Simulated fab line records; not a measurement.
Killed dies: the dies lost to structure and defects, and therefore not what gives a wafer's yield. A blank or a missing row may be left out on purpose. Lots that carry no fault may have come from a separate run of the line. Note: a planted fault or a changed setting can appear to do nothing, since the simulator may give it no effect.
Split-lot experiment || flow n5-finfet || 21 wafers read from 7 lots, route of 1938 steps

ON THE SPLIT
At N5_BEOL_M11_VIA_ETCH_34 (etches SiCOH lowk in C4F6/O2, target depth 184.5 nm, time 69.2 s), the setting time-s was moved away from the recipe's 69.2 s on 6 of the 21 wafers read, by -18.5% to +20.2%. All remaining wafers had this setting at the recipe value.

The split's own step is where the reading is taken.

THE READING
SOC_of_BEOL_M11_COAT_63.thk-nm (the simulator's own value, which no gauge read), in nm, at N5_BEOL_M11_VIA_ETCH_34 (etches SiCOH lowk in C4F6/O2, target depth 184.5 nm, time 69.2 s). The file gives no usual value for it. Average 91.8 nm, standard deviation 0.24 nm, over the 15 wafers here run with the recipe.

{"wafer": "L078.1", "tool, chamber at the split": "rie-diel-03, 1", "time-s as run, s": 69.2, "against the recipe": "recipe", "SOC_of_BEOL_M11_COAT_63.thk-nm, nm": 91.6, "against lot-mates on the recipe": "-"}
{"wafer": "L078.2", "tool, chamber at the split": "rie-diel-03, 2", "time-s as run, s": 69.2, "against the recipe": "recipe", "SOC_of_BEOL_M11_COAT_63.thk-nm, nm": 91.4, "against lot-mates on the recipe": "-"}
{"wafer": "L078.4", "tool, chamber at the split": "rie-diel-03, 3", "time-s as run, s": 69.2, "against the recipe": "recipe", "SOC_of_BEOL_M11_COAT_63.thk-nm, nm": 91.4, "against lot-mates on the recipe": "-"}
{"wafer": "L082.1", "tool, chamber at the split": "rie-diel-03, 2", "time-s as run, s": 69.2, "against the recipe": "recipe", "SOC_of_BEOL_M11_COAT_63.thk-nm, nm": 91.8, "against lot-mates on the recipe": "-"}
{"wafer": "L082.2", "tool, chamber at the split": "rie-diel-03, 0", "time-s as run, s": 69.2, "against the recipe": "recipe", "SOC_of_BEOL_M11_COAT_63.thk-nm, nm": 91.8, "against lot-mates on the recipe": "-"}
{"wafer": "L082.5", "tool, chamber at the split": "rie-diel-03, 1", "time-s as run, s": 56.39, "against the recipe": "-18.5%", "SOC_of_BEOL_M11_COAT_63.thk-nm, nm": 93.2, "against lot-mates on the recipe": "+1.4"}
{"wafer": "L084.2", "tool, chamber at the split": "rie-diel-02, 3", "time-s as run, s": 69.2, "against the recipe": "recipe", "SOC_of_BEOL_M11_COAT_63.thk-nm, nm": 91.6, "against lot-mates on the recipe": "-"}
{"wafer": "L084.3", "tool, chamber at the split": "rie-diel-02, 2", "time-s as run, s": 78.94, "against the recipe": "+14.1%", "SOC_of_BEOL_M11_COAT_63.thk-nm, nm": 90.2, "against lot-mates on the recipe": -1.5}
{"wafer": "L084.6", "tool, chamber at the split": "rie-diel-02, 3", "time-s as run, s": 69.2, "against the recipe": "recipe", "SOC_of_BEOL_M11_COAT_63.thk-nm, nm": 91.8, "against lot-mates on the recipe": "-"}
{"wafer": "L089.2", "tool, chamber at the split": "rie-diel-06, 2", "time-s as run, s": 69.2, "against the recipe": "recipe", "SOC_of_BEOL_M11_COAT_63.thk-nm, nm": 92, "against lot-mates on the recipe": "-"}
{"wafer": "L089.4", "tool, chamber at the split": "rie-diel-06, 2", "time-s as run, s": 83.17, "against the recipe": "+20.2%", "SOC_of_BEOL_M11_COAT_63.thk-nm, nm": 90.2, "against lot-mates on the recipe": -1.9}
{"wafer": "L089.6", "tool, chamber at the split": "rie-diel-06, 1", "time-s as run, s": 69.2, "against the recipe": "recipe", "SOC_of_BEOL_M11_COAT_63.thk-nm, nm": 92.2, "against lot-mates on the recipe": "-"}
{"wafer": "L091.3", "tool, chamber at the split": "rie-diel-03, 3", "time-s as run, s": 76.77, "against the recipe": "+10.9%", "SOC_of_BEOL_M11_COAT_63.thk-nm, nm": 90.8, "against lot-mates on the recipe": -1.0}
{"wafer": "L091.5", "tool, chamber at the split": "rie-diel-03, 0", "time-s as run, s": 69.2, "against the recipe": "recipe", "SOC_of_BEOL_M11_COAT_63.thk-nm, nm": 91.8, "against lot-mates on the recipe": "-"}
{"wafer": "L091.6", "tool, chamber at the split": "rie-diel-03, 1", "time-s as run, s": 76.77, "against the recipe": "+10.9%", "SOC_of_BEOL_M11_COAT_63.thk-nm, nm": 91.2, "against lot-mates on the recipe": -0.6}
{"wafer": "L094.1", "tool, chamber at the split": "rie-diel-06, 2", "time-s as run, s": 69.2, "against the recipe": "recipe", "SOC_of_BEOL_M11_COAT_63.thk-nm, nm": 92, "against lot-mates on the recipe": "-"}
{"wafer": "L094.4", "tool, chamber at the split": "rie-diel-06, 0", "time-s as run, s": 69.2, "against the recipe": "recipe", "SOC_of_BEOL_M11_COAT_63.thk-nm, nm": 91.8, "against lot-mates on the recipe": "-"}
{"wafer": "L094.5", "tool, chamber at the split": "rie-diel-06, 2", "time-s as run, s": 69.2, "against the recipe": "recipe", "SOC_of_BEOL_M11_COAT_63.thk-nm, nm": 91.6, "against lot-mates on the recipe": "-"}
{"wafer": "L095.3", "tool, chamber at the split": "rie-diel-03, 0", "time-s as run, s": 69.2, "against the recipe": "recipe", "SOC_of_BEOL_M11_COAT_63.thk-nm, nm": 92.2, "against lot-mates on the recipe": "-"}
{"wafer": "L095.4", "tool, chamber at the split": "rie-diel-03, 1", "time-s as run, s": 69.2, "against the recipe": "recipe", "SOC_of_BEOL_M11_COAT_63.thk-nm, nm": 91.8, "against lot-mates on the recipe": "-"}
{"wafer": "L095.5", "tool, chamber at the split": "rie-diel-03, 0", "time-s as run, s": 61.62, "against the recipe": "-11.0%", "SOC_of_BEOL_M11_COAT_63.thk-nm, nm": 93.2, "against lot-mates on the recipe": "+1.2"}

FIT RESULTS
A straight line over all 21 wafers: SOC_of_BEOL_M11_COAT_63.thk-nm changes by -0.087 nm for each +1% of time-s; r = -0.94; the points scatter about the line by 0.27 nm.
The same after taking each lot's own level away (the mean of its wafers on the recipe; 21 wafers): -0.0887 nm for each +1%; r = -0.97; scatter 0.17 nm.
That fit puts the effect of the largest move of time-s on the reading at 1.8 nm.
The lots' own levels span 91.47 to 92.10 nm, that is 2.7 times the standard deviation above.
Consequently the slope shifts little with the lot-to-lot level, the two slopes agreeing.
Check: -1.74 nm against its lot-mates is what the line predicts for one of the wafers moved furthest among these (+20.2%) when that wafer is left out of the fit. Against them it came out at -1.9 nm.

ADDITIONAL SPLITS CARRIED BY THESE WAFERS
Note: prior to the reading, these wafers also went through further splits. Each is held against what the fit with the lots' levels taken away leaves over:
{"other split on the same wafers": "N5_BEOL_M7_DESCUM_33 time-s", "wafers away from the commonest value": 5, "r with SOC_of_BEOL_M11_COAT_63.thk-nm (lot level and that fit taken away)": -0.14}
{"other split on the same wafers": "N5_BEOL_M7_TRENCH_ETCH_37 time-s", "wafers away from the commonest value": 6, "r with SOC_of_BEOL_M11_COAT_63.thk-nm (lot level and that fit taken away)": -0.31}
{"other split on the same wafers": "N5_BEOL_M10_PECVD_70 temp-c", "wafers away from the commonest value": 6, "r with SOC_of_BEOL_M11_COAT_63.thk-nm (lot level and that fit taken away)": "+0.00"}
{"other split on the same wafers": "N5_BEOL_M10_ETCH_62 time-s", "wafers away from the commonest value": 9, "r with SOC_of_BEOL_M11_COAT_63.thk-nm (lot level and that fit taken away)": -0.02}
{"other split on the same wafers": "N5_BEOL_M10_EXPOSE_25 dose-mj", "wafers away from the commonest value": 6, "r with SOC_of_BEOL_M11_COAT_63.thk-nm (lot level and that fit taken away)": "+0.03"}

THE WHOLE CHAIN: every reading that the file lists as answering this split, in the file's order
{"step": "N5_BEOL_M11_VIA_ETCH_34", "what it does": "etches SiCOH lowk in C4F6/O2, target depth 184.5 nm, time 69.2 s", "reading": "etch.depth-nm (the simulator's own value, which no gauge read)", "change (the file's fit)": "+1.9 nm for each +1% of the setting", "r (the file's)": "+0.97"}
{"step": "N5_BEOL_M11_VIA_ETCH_34", "what it does": "etches SiCOH lowk in C4F6/O2, target depth 184.5 nm, time 69.2 s", "reading": "SOC_of_BEOL_M11_COAT_63.thk-nm (the simulator's own value, which no gauge read)", "change (the file's fit)": "-0.0903 nm for each +1% of the setting", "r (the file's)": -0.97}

THE FILE'S OWN FIT
SOC_of_BEOL_M11_COAT_63.thk-nm changes by -0.0903 nm for each +1% of time-s, r = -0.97.
